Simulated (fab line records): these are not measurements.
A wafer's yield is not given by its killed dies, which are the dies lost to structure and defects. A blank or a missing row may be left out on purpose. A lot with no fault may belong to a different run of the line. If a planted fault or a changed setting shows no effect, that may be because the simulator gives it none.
Split-lot study + flow n5-finfet + 21 wafers read across 7 lots, on a route 1938 steps long

ON THE SPLIT
At N5_BEOL_M0_CUTY_ETCH_63 (etches SOC in N2/H2, target depth 82.7 nm, overetch 16.5 nm, time 124 s), the setting time-s was moved away from the recipe's 124 s on 6 of the 21 wafers read, by -21.8% to +16.5%. This setting was run at the recipe's value on the other wafers.

BETWEEN THE SPLIT AND THE READING: the file shows 1 step in between
- N5_BEOL_M0_ETCH_138: etches SiCN in CH3F/O2, target depth 12 nm, time 31.6 s (also split here: source-w)

THE READING
SiO2_of_BEOL_M0_SAQP_SPACER2_ALD_26.thk-nm (the simulator's own value, which no gauge read), in nm, at N5_BEOL_M0_HM_OPEN_105 (chemistry Cl2/BCl3, target TiN, target depth 12 nm). There is no usual value for it anywhere in the file. Here, 15 wafers ran the recipe; their average is 2.7 nm with a standard deviation of 0.11 nm.

| wafer  | tool, chamber at the split | time-s as run, s | against the recipe | SiO2_of_BEOL_M0_SAQP_SPACER2_ALD_26.thk-nm, nm | against lot-mates on the recipe |
|--------|----------------------------|------------------|--------------------|------------------------------------------------|---------------------------------|
| L076.1 | rie-diel-03, 0             | 124              | recipe             | 2.8                                            | -                               |
| L076.5 | rie-diel-03, 0             | 124              | recipe             | 2.8                                            | -                               |
| L076.4 | rie-diel-03, 2             | 132.1            | +6.5%              | 2.4                                            | -0.4                            |
| L084.1 | rie-diel-01, 2,0           | 124              | recipe             | 2.6                                            | -                               |
| L084.4 | rie-diel-01, 1             | 124              | recipe             | 2.6                                            | -                               |
| L084.5 | rie-diel-01, 2,0           | 124              | recipe             | 2.6                                            | -                               |
| L085.1 | rie-diel-04, 3,2           | 124              | recipe             | 2.6                                            | -                               |
| L085.5 | rie-diel-04, 3             | 124              | recipe             | 2.6                                            | -                               |
| L085.3 | rie-diel-04, 3,2           | 124              | recipe             | 2.4                                            | -                               |
| L086.2 | rie-diel-03, 0,2           | 105.4            | -15.0%             | 3.2                                            | +0.4                            |
| L086.4 | rie-diel-03, 1             | 124              | recipe             | 2.8                                            | -                               |
| L086.5 | rie-diel-03, 0,2           | 105.4            | -15.0%             | 3                                              | +0.2                            |
| L088.1 | rie-diel-03, 0             | 96.97            | -21.8%             | 3.6                                            | +0.9                            |
| L088.4 | rie-diel-03, 1,0           | 124              | recipe             | 2.8                                            | -                               |
| L088.6 | rie-diel-03, 1,0           | 124              | recipe             | 2.6                                            | -                               |
| L089.2 | rie-diel-04, 3,0,0         | 124              | recipe             | 2.6                                            | -                               |
| L089.3 | rie-diel-04, 3,0,0         | 124              | recipe             | 2.6                                            | -                               |
| L089.6 | rie-diel-04, 3,0,0         | 124              | recipe             | 2.6                                            | -                               |
| L091.1 | rie-diel-03, 0             | 124              | recipe             | 2.8                                            | -                               |
| L091.4 | rie-diel-03, 3             | 144.4            | +16.5%             | 2.2                                            | -0.6                            |
| L091.6 | rie-diel-03, 3             | 144.4            | +16.5%             | 2                                              | -0.8                            |
When a row names more than one chamber, that row covers several wafers, and the file does not tell which wafer ran in which chamber.

THE FIT
A straight line over all 21 wafers: SiO2_of_BEOL_M0_SAQP_SPACER2_ALD_26.thk-nm changes by -0.0357 nm for each +1% of time-s; r = -0.93; the points scatter about the line by 0.12 nm.
The same after taking each lot's own level away (the mean of its wafers on the recipe; 21 wafers): -0.0362 nm for each +1%; r = -0.94; scatter 0.11 nm.
On that fit, the largest move of time-s shifts the reading by 0.79 nm.
From 2.53 to 2.80 nm: that is the span of the lots' own levels, equal to 2.3 times the standard deviation above.
The two slopes are in agreement: the lot-to-lot level therefore moves the slope only a little.
Check: with one of the wafers moved furthest among these (-21.8%) left out of the fit, the line predicts +0.677 nm for it against its lot-mates. Against them it came out at +0.9 nm.

THE OTHER SPLITS THESE WAFERS WENT THROUGH
These wafers also went through other splits before the reading. Each is held against what the fit with the lots' levels taken away leaves over:
| other split on the same wafers            | wafers away from the commonest value | r with SiO2_of_BEOL_M0_SAQP_SPACER2_ALD_26.thk-nm (lot level and that fit taken away) |
|-------------------------------------------|--------------------------------------|---------------------------------------------------------------------------------------|
| N5_BEOL_M0_SAQP_SPACER1_ALD_98 ald-cycles | 7                                    | +0.31                                                                                 |
| N5_BEOL_M0_ETCH_138 source-w              | 7                                    | +0.56                                                                                 |

THE WHOLE CHAIN: every reading that the file lists as answering this split, in the file's order
| step                    | what it does                                                            | reading                                                                                     | change (the file's fit)                | r (the file's) |
|-------------------------|-------------------------------------------------------------------------|---------------------------------------------------------------------------------------------|----------------------------------------|----------------|
| N5_BEOL_M0_CUTY_ETCH_63 | etches SOC in N2/H2, target depth 82.7 nm, overetch 16.5 nm, time 124 s | SiO2_of_BEOL_M0_SAQP_SPACER2_ALD_26.thk-nm (the simulator's own value, which no gauge read) | -0.0348 nm for each +1% of the setting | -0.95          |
| N5_BEOL_M0_ETCH_138     | etches SiCN in CH3F/O2, target depth 12 nm, time 31.6 s                 | SiO2_of_BEOL_M0_SAQP_SPACER2_ALD_26.thk-nm (the simulator's own value, which no gauge read) | -0.0392 nm for each +1% of the setting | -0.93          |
| N5_BEOL_M0_HM_OPEN_105  | chemistry Cl2/BCl3, target TiN, target depth 12 nm                      | SiO2_of_BEOL_M0_SAQP_SPACER2_ALD_26.thk-nm (the simulator's own value, which no gauge read) | -0.0377 nm for each +1% of the setting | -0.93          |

FILE'S OWN FIT
SiO2_of_BEOL_M0_SAQP_SPACER2_ALD_26.thk-nm changes by -0.0377 nm for each +1% of time-s, r = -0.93.
